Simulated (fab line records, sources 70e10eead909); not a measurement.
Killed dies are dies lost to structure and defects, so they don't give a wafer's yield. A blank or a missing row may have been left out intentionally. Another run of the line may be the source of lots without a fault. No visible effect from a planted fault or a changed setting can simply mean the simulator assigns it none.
fab line records	flow nandHarc
record lots=12	wafers=36	lastDay=34
route steps=1302 shown P_STI@87 P_GATE@138 P_M0@265 END@1302
lots that met no fault: taken from a fault-free run of the same line
startH: the number of hours between the record's first day and the start of the first shown wafer of the lot	waitH: time in hours since the lot's previous step	" the same as in the row above	L1.1+2: a single row standing in for several wafers	- no value, or no start given	* or withheld: withheld	< > ~ a bound
route shown NAME@n: a module of which the file shows steps, and the number in the route of the first	usual: the fault-free wafers' mean and standard deviation	same: alike in all rows	chamber/n: place in a boat	sites: readings site by site	_std_site: the values' standard deviation	_edge_site: mean of outer sites minus mean of inner sites	radiusMm: for every site, how far away it sits from the centre of the wafer	mask NAME#n: copy n	behind: tool/chamber where the wafer was last shaped	hold: the reason the lot was held/the length of the hold in hours/how it ended	device: whichever transistor did not switch (one of n, p or np)	end of line: tests run on the same wafers once the route is complete	a step without rows: its recipe alone	killed: not the wafer's yield, but the dies lost to structure and defects at the first sort	map: the dies of a wafer, with x for killed, . for not killed, _ for no die there
set.NAME: the setting the step ran with; set.NAME@STEP: the setting that earlier step ran with	model.NAME: the simulator's own value behind a step, which no gauge read
route steps across a sampled set of lots; one table per step, one row per wafer
services: when a tool's chamber went out of use (startH, in hours from the record's first day, below 0 if earlier), for how many hours, and the reason
## steps
# step NHARC_P_STI_DESCUM_14
# recipe timeS=3	o2FlowSccm=200	arFlowSccm=0	biasPowerW=0	chemistry=O2
# usual drypumpMotorCurrentA=5.9/0.44	mfcArSccm=0.007/0.0094	oesProductAu=0.996/0.013	rfVppV=57.7/0.96	showerheadPlenumPTorr=1.91/0.078	throttleValvePct=11.310/0.0087
lot.wafer	tool	chamber	startH	waitH	drypumpMotorCurrentA	mfcArSccm	oesProductAu	rfHoursCounterH	rfVppV	showerheadPlenumPTorr	throttleValvePct
L587.3	rieDiel-08	3	42.49	-	5.9	0	0.997	1.9	57.8	2.05	11.312
L587.1	"	0	"	"	5.8	0	0.990	1.9	56.8	1.96	11.312
L587.6	"	0	"	"	5.8	0	0.991	-	58.3	1.96	11.319
L588.2	rieDiel-08	0	53.40	-	5.8	0	0.984	3.8	59.0	1.96	11.299
L588.1	"	1	"	"	5.7	0.020	0.970	2.7	58.4	1.89	11.313
L588.5	"	3	"	"	5.9	0	1.004	-	57.9	2.05	11.312
L590.3	rieDiel-09	0	73.92	-	6.5	0	1.013	6.1	55.9	1.78	11.316
L590.2	"	1	"	"	5.4	0.011	0.995	5.4	58.3	1.94	11.318
L590.5	"	0	"	"	6.5	0	1.015	-	56.9	1.78	11.313
L592.3	rieDiel-04	3	93.87	-	6.5	0	1.017	3.2	58.8	1.89	11.307
L592.6	"	1	"	"	6.4	0	0.999	-	57.1	2.02	11.296
L592.5	"	2	"	"	6.0	0.027	1.000	-	58.0	1.89	11.312
L593.4	rieDiel-09	1	105.30	-	5.4	0.011	0.994	6.9	57.7	1.94	11.321
L593.1	"	2	"	"	4.8	0	1.008	6.6	58.1	1.92	11.329
L593.6	"	0	"	"	6.4	0	1.023	-	56.3	1.78	11.305
L594.1	rieDiel-04	2	113.92	-	6.1	0.027	1.022	4.8	56.0	1.89	11.311
L594.2	"	3	"	"	6.5	0	1.010	4.4	58.5	1.89	11.313
L594.5	"	0	"	"	6.0	0	0.996	-	57.4	1.79	11.309
L597.2	rieDiel-04	1	148.29	-	6.4	0	1.010	7.1	57.1	2.02	11.305
L597.5	"	1	"	"	6.4	0	0.997	-	58.7	2.02	11.321
L597.6	"	2	"	"	6.1	0.027	1.003	-	58.1	1.89	11.300
L602.2	rieDiel-04	2	195.91	-	6.1	0.027	1.013	1.2	57.8	1.89	11.304
L602.4	"	0	"	"	6.0	0	1.017	1.0	58.0	1.79	11.305
L602.5	"	2	"	"	6.1	0.027	0.998	-	58.2	1.89	11.323
L604.2	rieDiel-04	3	214.38	-	6.5	0	0.988	1.4	57.9	1.89	11.308
L604.1	"	1	"	"	6.4	0	0.992	1.9	58.0	2.02	11.321
L604.5	"	2	"	"	6.1	0.027	1.001	-	57.6	1.89	11.328
L605.1	rieDiel-08	0	225.52	-	5.8	0	0.988	2.2	57.1	1.96	11.324
L605.4	"	2	"	"	6.3	0.016	0.986	1.4	58.5	1.83	11.293
L605.3	"	3	"	"	5.9	0	1.027	1.6	57.8	2.04	11.315
L608.1	rieDiel-04	3	255.33	-	6.5	0	0.993	3.2	55.6	1.89	11.319
L608.2	"	2	"	"	6.1	0.027	0.998	4.7	59.0	1.89	11.304
L608.5	"	3	"	"	6.5	0	0.995	-	56.7	1.89	11.304
L610.3	rieDiel-08	1	278.59	-	5.6	0.020	0.983	7.0	58.8	1.89	11.302
L610.1	"	3	"	"	5.9	0	1.006	8.0	56.9	2.04	11.310
L610.5	"	2	"	"	6.3	0.016	0.995	-	56.8	1.83	11.297
# step NHARC_P_GATE_EXPOSE_23
# recipe na=1.35	targetCdNm=120	doseMj=93.91	maskId=P_GATE
lot.wafer	tool	chamber	startH	waitH	mask
L587.1+3+6	arfiScanner-03	0	93.03	-	P_GATE#0
L588.1+2+5	arfiScanner-03	0	105.66	-	P_GATE#0
L590.2+3+5	arfiScanner-02	0	127.41	-	P_GATE#0
L592.3+5+6	arfiScanner-01	0	143.52	-	P_GATE#0
L593.1+4+6	arfiScanner-03	0	158.75	-	P_GATE_R1#0
L594.1+2+5	arfiScanner-03	0	164.85	-	P_GATE#0
L597.2+5+6	arfiScanner-03	0	207.66	-	P_GATE#0
L602.2+4+5	arfiScanner-03	0	256.11	-	P_GATE#0
L604.1+2+5	arfiScanner-02	0	263.76	-	P_GATE#0
L605.1+3+4	arfiScanner-03	0	276.98	-	P_GATE#0
L608.1+2+5	arfiScanner-03	0	318.96	-	P_GATE#0
L610.1+3+5	arfiScanner-03	0	329.69	-	P_GATE#0
# step NHARC_P_GATE_CD_MEAS_26
# recipe targetCdNm=120	landingEnergyEv=500
# usual cdNm=120.3/0.74
lot.wafer	tool	chamber	startH	waitH	cdNm
L587.1	cdSem-02	0	93.17	-	119.8
L587.3	"	0	"	"	119.9
L587.6	"	0	"	"	120.7
L588.1	cdSem-03	0	105.80	-	121.1
L588.2	"	0	"	"	120.9
L588.5	"	0	"	"	120.6
L590.2	cdSem-03	0	127.55	-	121.0
L590.3	"	0	"	"	120.3
L590.5	"	0	"	"	121.1
L592.3	cdSem-02	0	143.66	-	119.6
L592.5	"	0	"	"	120.0
L592.6	"	0	"	"	120.5
L593.1	cdSem-02	0	158.89	-	103.4
L593.4	"	0	"	"	102.3
L593.6	"	0	"	"	103.3
L594.1	cdSem-01	0	164.99	-	119.1
L594.2	"	0	"	"	119.1
L594.5	"	0	"	"	119.8
L597.2	cdSem-02	0	207.80	-	120.8
L597.5	"	0	"	"	119.7
L597.6	"	0	"	"	120.3
L602.2	cdSem-02	0	256.25	-	120.4
L602.4	"	0	"	"	118.8
L602.5	"	0	"	"	120.2
L604.1	cdSem-03	0	263.91	-	120.8
L604.2	"	0	"	"	121.0
L604.5	"	0	"	"	121.8
L605.1	cdSem-01	0	277.12	-	119.2
L605.3	"	0	"	"	120.2
L605.4	"	0	"	"	120.0
L608.1	cdSem-01	0	319.10	-	120.2
L608.2	"	0	"	"	118.6
L608.5	"	0	"	"	119.4
L610.1	cdSem-02	0	329.82	-	119.6
L610.3	"	0	"	"	121.0
L610.5	"	0	"	"	121.0
# step NHARC_P_GATE_STRIP_112
# recipe powerW=1500	tempC=110	timeS=200	chemistry=N2/H2
# usual drypumpMotorCurrentA=5.9/0.67	heaterPowerW=83/5.2	rfReflPowerW=16/4.2
lot.wafer	tool	chamber	startH	waitH	drypumpMotorCurrentA	heaterPowerW	rfHoursCounterH	rfReflPowerW
L587.1	plasmaAsher-02	1	107.53	0.2	6.6	75	5	13
L587.3	"	1	"	"	6.6	75	-	13
L587.6	"	0	"	"	6.1	84	-	12
L588.1	plasmaAsher-01	1	122.35	0.2	5.0	88	28	13
L588.2	"	0	"	"	6.3	84	28	22
L588.5	"	1	"	"	5.0	86	-	13
L590.2	plasmaAsher-01	0	141.57	0.2	6.3	83	30	23
L590.3	"	0	"	"	6.3	83	-	22
L590.5	"	0	"	"	6.3	84	-	22
L592.3	plasmaAsher-02	1	158.05	0.2	6.6	74	-	14
L592.5	"	1	"	"	6.6	73	-	13
L592.6	"	0	"	"	6.1	84	-	12
L593.1	plasmaAsher-02	0	173.64	0.2	6.1	82	18	12
L593.4	"	0	"	"	6.1	85	-	13
L593.6	"	0	"	"	6.1	83	-	12
L594.1	plasmaAsher-02	0	179.16	0.2	6.1	85	19	12
L594.2	"	1	"	"	6.6	74	19	14
L594.5	"	1	"	"	6.6	74	-	12
L597.2	plasmaAsher-01	0	222.15	0.2	6.3	85	9	22
L597.6	"	1	"	"	4.9	86	-	13
L597.5	"	0	"	"	6.3	83	-	22
L602.2	plasmaAsher-02	0	270.63	0.2	6.1	87	4	13
L602.4	"	0	"	"	6.1	87	-	12
L602.5	"	0	"	"	6.0	86	-	12
L604.2	plasmaAsher-01	1	278.04	0.2	4.9	88	23	12
L604.1	"	0	"	"	6.3	84	23	22
L604.5	"	0	"	"	6.3	85	-	22
L605.1	plasmaAsher-02	0	291.31	0.2	6.1	87	8	13
L605.3	"	1	"	"	6.6	71	-	13
L605.4	"	0	"	"	6.1	86	-	12
L608.2	plasmaAsher-01	0	333.90	0.2	6.3	85	33	22
L608.1	"	1	"	"	5.0	87	33	14
L608.5	"	0	"	"	6.3	82	-	22
L610.1	plasmaAsher-02	1	344.19	0.2	6.6	69	20	14
L610.3	"	0	"	"	6.1	85	-	12
L610.5	"	1	"	"	6.6	73	-	13
# step NHARC_P_M0_INSPECT_11
# usual rawDefectCount=4.7/2.6
lot.wafer	tool	chamber	startH	waitH	rawDefectCount
L587.1	defectInspect-02	-	118.06	0.0	7
L587.3	"	-	"	"	4
L587.6	"	-	"	"	4
L588.1	defectInspect-01	-	132.37	0.0	2
L588.2	"	-	"	"	2
L588.5	"	-	"	"	2
L590.2	defectInspect-01	-	151.73	0.0	5
L590.3	"	-	"	"	6
L590.5	"	-	"	"	6
L592.3	defectInspect-02	-	168.00	0.0	1
L592.5	"	-	"	"	3
L592.6	"	-	"	"	6
L593.1	defectInspect-01	-	184.80	0.0	11
L593.4	"	-	"	"	2
L593.6	"	-	"	"	6
L594.1	defectInspect-01	-	189.21	0.0	1
L594.2	"	-	"	"	4
L594.5	"	-	"	"	3
L597.2	defectInspect-02	-	232.82	0.0	3
L597.5	"	-	"	"	4
L597.6	"	-	"	"	2
L602.2	defectInspect-02	-	280.90	0.0	9
L602.4	"	-	"	"	3
L602.5	"	-	"	"	6
L604.1	defectInspect-01	-	288.23	0.0	4
L604.2	"	-	"	"	2
L604.5	"	-	"	"	3
L605.1	defectInspect-02	-	301.32	0.0	6
L605.3	"	-	"	"	5
L605.4	"	-	"	"	5
L608.1	defectInspect-02	-	344.57	0.0	7
L608.2	"	-	"	"	7
L608.5	"	-	"	"	5
L610.1	defectInspect-01	-	354.40	0.0	8
L610.3	"	-	"	"	8
L610.5	"	-	"	"	9
# step NHARC_END_SORT_01
# recipe tempC=25
# usual killedAtArray=56/17	killedAtOther=0.9/1.2	killedAtPeriphery=3.9/2.5	killedDies=61/17	killedOpen=3.2/1.8	killedShort=2.7/1.7
# same grossDies=677
lot.wafer	tool	chamber	startH	waitH	killedAtArray	killedAtOther	killedAtPeriphery	killedDies	killedOpen	killedShort
L593.1	prober-02	0	632.12	2.5	51	0	151	202	3	4
L593.4	prober-02	0	634.47	3.3	46	1	30	77	2	0
L593.6	prober-02	0	636.04	3.9	51	0	112	163	2	2
# killed by level:class
L593.1 P_GATE:areaExpose=138 A_SLIT:chamberFilmFlake=25 A_CHANNEL_HOLE_D2:chamberFilmFlake=9 P_M1:chamberFilmFlake=5 P_CONTACT:chamberFilmFlake=4 A_CHANNEL_HOLE_D1:chamberFilmFlake=3 A_CONTACT:chamberFilmFlake=3 A_ONON_D1:geometricParticle:short=2
L593.4 P_GATE:areaExpose=24 A_SLIT:chamberFilmFlake=19 A_CHANNEL_HOLE_D2:chamberFilmFlake=11 A_STAIRCASE:chamberFilmFlake=6 A_CONTACT:chamberFilmFlake=4 P_CONTACT:chamberFilmFlake=3 P_M1:chamberFilmFlake=2 P_CONTACT:geometricParticle:open=1
L593.6 P_GATE:areaExpose=105 A_SLIT:chamberFilmFlake=30 A_CHANNEL_HOLE_D2:chamberFilmFlake=7 A_STAIRCASE:chamberFilmFlake=4 P_CONTACT:chamberFilmFlake=3 A_ONON_D2:geometricParticle:short=2 A_CHANNEL_HOLE_D1:chamberFilmFlake=2 A_CHANNEL_FILL_D2:chamberFilmFlake=2
## services
tool	chamber	startH	hours	kind
arfiScanner-03	-	24.00	4.0	pm
rieDiel-08	2	31.56	25.2	repair
arfiScanner-02	-	43.59	0.8	repair
rieDiel-04	-	66.07	0.4	repair
plasmaAsher-02	-	72.25	9.0	pm
rieDiel-04	-	72.32	0.2	repair
arfiScanner-02	-	75.17	2.1	repair
rieDiel-09	3	86.22	10.2	repair
rieDiel-08	1	89.39	4.4	repair
rieDiel-08	-	152.29	1.1	repair
rieDiel-08	3	153.80	1.9	repair
arfiScanner-03	-	159.04	0.4	repair
plasmaAsher-01	-	165.00	9.0	pm
rieDiel-04	-	177.90	9.0	pm
rieDiel-08	-	190.83	9.0	pm
arfiScanner-03	-	196.00	4.0	pm
rieDiel-04	3	202.26	9.3	repair
arfiScanner-03	-	214.50	0.8	repair
rieDiel-04	3	233.51	8.7	repair
arfiScanner-03	-	237.99	0.6	repair
plasmaAsher-02	-	249.25	9.0	pm
arfiScanner-03	-	250.14	0.8	repair
plasmaAsher-01	-	292.50	0.5	repair
plasmaAsher-01	-	342.00	9.0	pm
## key
firstSign step=NHARC_P_GATE_EXPOSE_23	reading=mask	direction=changed
effect step=NHARC_P_GATE_CD_MEAS_26	reading=cdNm	direction=down	sigmas=23	usual=120.3	struck=103.0
effect step=NHARC_END_SORT_01	reading=killedAtPeriphery	direction=up	sigmas=38	usual=3.9	struck=97.7
moreKillsBornAt NHARC_P_GATE_EXPOSE_23@arfiScanner-03=267
metAt NHARC_P_GATE_EXPOSE_23
struckLots L593
testerLeftOut L593
notActingAt NHARC_P_STI_DESCUM_14,NHARC_P_GATE_STRIP_112,NHARC_P_M0_INSPECT_11
onsetBetween 105.66 158.75
fault kind=wrongMask	tool=any	chamber=-	onsetH=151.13	steps=NHARC_P_GATE_EXPOSE_23	auxCopy=P_GATE_R1#0	cdOffsetNm=-17.999	scope=struckLotsOnly
# testerLeftOut: of these lots the tester's yield and bins aren't shown, on N5 and GAA mostly nor the transistor test; their killed dies are dies lost to structure and defects alone, not to doping, threshold or leakage, so they don't give the yield
